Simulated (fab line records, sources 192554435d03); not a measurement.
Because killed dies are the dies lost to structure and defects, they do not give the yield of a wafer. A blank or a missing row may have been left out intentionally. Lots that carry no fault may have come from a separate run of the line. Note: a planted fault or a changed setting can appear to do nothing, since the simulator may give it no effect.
Chamber matching + flow n5-finfet + N5_DUMMY_REMOVAL_HM_STRIP_01 on rie-diel-04 has 4 sister chambers
The step strips SiNx in CH3F/O2, stops on poly-Si, target depth 4 nm, time 6.8 s. 4 wafers are shown with their chamber, then 7 later ones without.

## WAFERS WITH THEIR CHAMBER
| wafer  | chamber | showerhead-plenum-p-Torr (Torr) |
|--------|---------|---------------------------------|
| L083.5 | 2       | 2.06                            |
| L090.5 | 1       | 2.02                            |
| L092.1 | 3       | 2.04                            |
| L092.2 | 0       | 1.93                            |

## WAFERS MISSING THEIR CHAMBER
| wafer  | showerhead-plenum-p-Torr (Torr) |
|--------|---------------------------------|
| L092.3 | 2.05                            |
| L093.1 | 1.93                            |
| L093.2 | 2.05                            |
| L093.3 | 2.02                            |
| L094.2 | 2.02                            |
| L094.4 | 2.05                            |
| L094.5 | 1.93                            |

## CHAMBER TAKEN BY EACH
| wafer  | from the rows above     | in truth |
|--------|-------------------------|----------|
| L092.3 | can't be placed: 3 or 2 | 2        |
| L093.1 | 0                       | 0        |
| L093.2 | can't be placed: 3 or 2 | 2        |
| L093.3 | 1                       | 1        |
| L094.2 | 1                       | 1        |
| L094.4 | can't be placed: 3 or 2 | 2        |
| L094.5 | 0                       | 0        |
4 of 7 placed correctly. Cannot be placed on the basis of these rows: 3; the candidates contain the true chamber in 3. Number placed wrongly: 0.
How it was worked out, from the rows above alone: a wafer's distance from a chamber is the root of the sum, over the readings, of the square of ((its reading less the chamber's mean) divided by the reading's scatter). If the next closest chamber is less than 2 further off than the closest, the wafer can't be placed; otherwise it belongs to the closest. For every chamber, the mean is computed from those of its wafers that are shown. The scatter: with one shown wafer a chamber, the root of the mean of the squares of how far each hidden wafer lies from its nearest shown one.
